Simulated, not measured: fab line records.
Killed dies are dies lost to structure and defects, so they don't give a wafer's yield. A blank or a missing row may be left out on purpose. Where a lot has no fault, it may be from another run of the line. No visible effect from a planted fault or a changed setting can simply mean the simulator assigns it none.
Chamber matching    flow n5_finfet    4 sister chambers for N5_BEOL_M0_SAQP_DESCUM_19 on rie_diel-05
The step chemistry O2, time 7.9 s. 18 wafers are shown with their chamber, then 9 later ones without.

## WAFERS PAIRED WITH THEIR CHAMBERS
wafer   chamber  drypump_motor_current_A (A)  showerhead_plenum_p_Torr (Torr)  throttle_valve_pct (%)
L074.3  0        4.8                          2.17                             20.54
L074.4  2        6.1                          2.10                             20.32
L074.6  2        6.1                          2.10                             20.33
L076.1  3        5.8                          2.11                             20.46
L076.4  0        4.8                          2.17                             20.54
L076.6  1        5.8                          2.01                             20.24
L077.1  2        6.1                          2.10                             20.35
L077.3  1        5.8                          2.01                             20.25
L077.4  0        4.7                          2.17                             20.53
L079.1  1        5.8                          2.01                             20.24
L079.5  3        5.8                          2.10                             20.46
L079.6  1        5.8                          2.01                             20.25
L083.2  0        4.8                          2.16                             20.56
L083.5  0        4.7                          2.16                             20.57
L083.6  3        5.9                          2.10                             20.50
L085.2  1        5.8                          2.00                             20.27
L085.3  2        6.1                          2.10                             20.36
L085.6  3        5.8                          2.10                             20.49

SIGNATURES (averages over the wafers above)
reading                   chamber 0  chamber 1  chamber 2  chamber 3  scatter within a chamber
drypump_motor_current_A   4.760      5.800      6.100      5.825      0.0373
showerhead_plenum_p_Torr  2.1660     2.0080     2.1000     2.1025     0.00443
throttle_valve_pct        20.5480    20.2500    20.3400    20.4775    0.0168
Rule: distance of a wafer from a chamber = root of the sum over the readings of ((wafer's reading minus chamber's mean) / reading's scatter) squared. If the next closest chamber is less than 2 further off than the closest, the wafer can't be placed; otherwise it belongs to the closest. The scatter: the root of (the sum of the squares of (reading less its chamber's mean) over the shown wafers, divided by (wafers less chambers)).

## WAFERS MISSING THEIR CHAMBER
wafer   drypump_motor_current_A (A)  showerhead_plenum_p_Torr (Torr)  throttle_valve_pct (%)
L087.3  6.1                          2.10                             20.36
L087.4  5.8                          2.10                             20.49
L087.6  6.1                          2.10                             20.37
L094.2  4.7                          2.16                             20.58
L094.5  5.8                          2.00                             20.30
L094.6  4.7                          2.16                             20.58
L095.2  4.8                          2.16                             20.59
L095.4  5.8                          2.09                             20.53
L095.6  5.8                          2.00                             20.27

## WHICH CHAMBER EACH ONE RAN IN
wafer   from the rows above  in truth
L087.3  2                    2
L087.4  3                    3
L087.6  2                    2
L094.2  0                    0
L094.5  1                    1
L094.6  0                    0
L095.2  0                    0
L095.4  3                    3
L095.6  1                    1
Correctly placed: 9 of 9. From these rows, 0 cannot be placed. Wrongly placed: 0.
